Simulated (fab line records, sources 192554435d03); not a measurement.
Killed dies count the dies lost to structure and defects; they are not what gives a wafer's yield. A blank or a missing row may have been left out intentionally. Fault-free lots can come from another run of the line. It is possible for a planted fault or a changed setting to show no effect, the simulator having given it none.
Matching of chambers || flow n5-finfet || N5_HKMG_FIN_STRIP_34 on rie-diel-01: 4 sister chambers
The step strips in CF4. 7 wafers are shown with their chamber, then 7 later ones without.

== WAFERS, EACH WITH ITS CHAMBER ==
{"wafer": "L080.1", "chamber": 2, "throttle-valve-pct (%)": 13.78, "drypump-motor-current-A (A)": 5.3}
{"wafer": "L080.2", "chamber": 0, "throttle-valve-pct (%)": 13.52, "drypump-motor-current-A (A)": 5.1}
{"wafer": "L081.2", "chamber": 1, "throttle-valve-pct (%)": 13.91, "drypump-motor-current-A (A)": 5.3}
{"wafer": "L081.3", "chamber": 2, "throttle-valve-pct (%)": 13.77, "drypump-motor-current-A (A)": 5.2}
{"wafer": "L081.4", "chamber": 3, "throttle-valve-pct (%)": 13.19, "drypump-motor-current-A (A)": 6.1}
{"wafer": "L084.1", "chamber": 1, "throttle-valve-pct (%)": 13.91, "drypump-motor-current-A (A)": 5.3}
{"wafer": "L084.3", "chamber": 3, "throttle-valve-pct (%)": 13.20, "drypump-motor-current-A (A)": 6.1}

== WAFERS WHOSE CHAMBER IS MISSING ==
{"wafer": "L084.5", "throttle-valve-pct (%)": 13.92, "drypump-motor-current-A (A)": 5.3}
{"wafer": "L089.2", "throttle-valve-pct (%)": 13.81, "drypump-motor-current-A (A)": 5.2}
{"wafer": "L089.4", "throttle-valve-pct (%)": 13.94, "drypump-motor-current-A (A)": 5.3}
{"wafer": "L089.5", "throttle-valve-pct (%)": 13.83, "drypump-motor-current-A (A)": 5.2}
{"wafer": "L093.4", "throttle-valve-pct (%)": 13.55, "drypump-motor-current-A (A)": 5.1}
{"wafer": "L093.5", "throttle-valve-pct (%)": 13.54, "drypump-motor-current-A (A)": 5.1}
{"wafer": "L093.6", "throttle-valve-pct (%)": 13.97, "drypump-motor-current-A (A)": 5.3}

== CHAMBER TAKEN BY EACH ==
{"wafer": "L084.5", "from the rows above": 1, "in truth": 1}
{"wafer": "L089.2", "from the rows above": 2, "in truth": 2}
{"wafer": "L089.4", "from the rows above": 1, "in truth": 1}
{"wafer": "L089.5", "from the rows above": 2, "in truth": 2}
{"wafer": "L093.4", "from the rows above": 0, "in truth": 0}
{"wafer": "L093.5", "from the rows above": 0, "in truth": 0}
{"wafer": "L093.6", "from the rows above": 1, "in truth": 1}
7 of 7 placed correctly. Can't be placed from these rows: 0. Placed wrongly: 0.
How it was worked out, from the rows above alone: a wafer's distance from a chamber is the root of the sum, over the readings, of the square of ((its reading less the chamber's mean) divided by the reading's scatter). If the next closest chamber is less than 2 further off than the closest, the wafer can't be placed; otherwise it belongs to the closest. Each chamber's mean is taken over the wafers shown for it. The scatter is the square root of a quotient: the sum, over the shown wafers, of each reading's squared deviation from its chamber's mean, divided by wafers minus chambers.
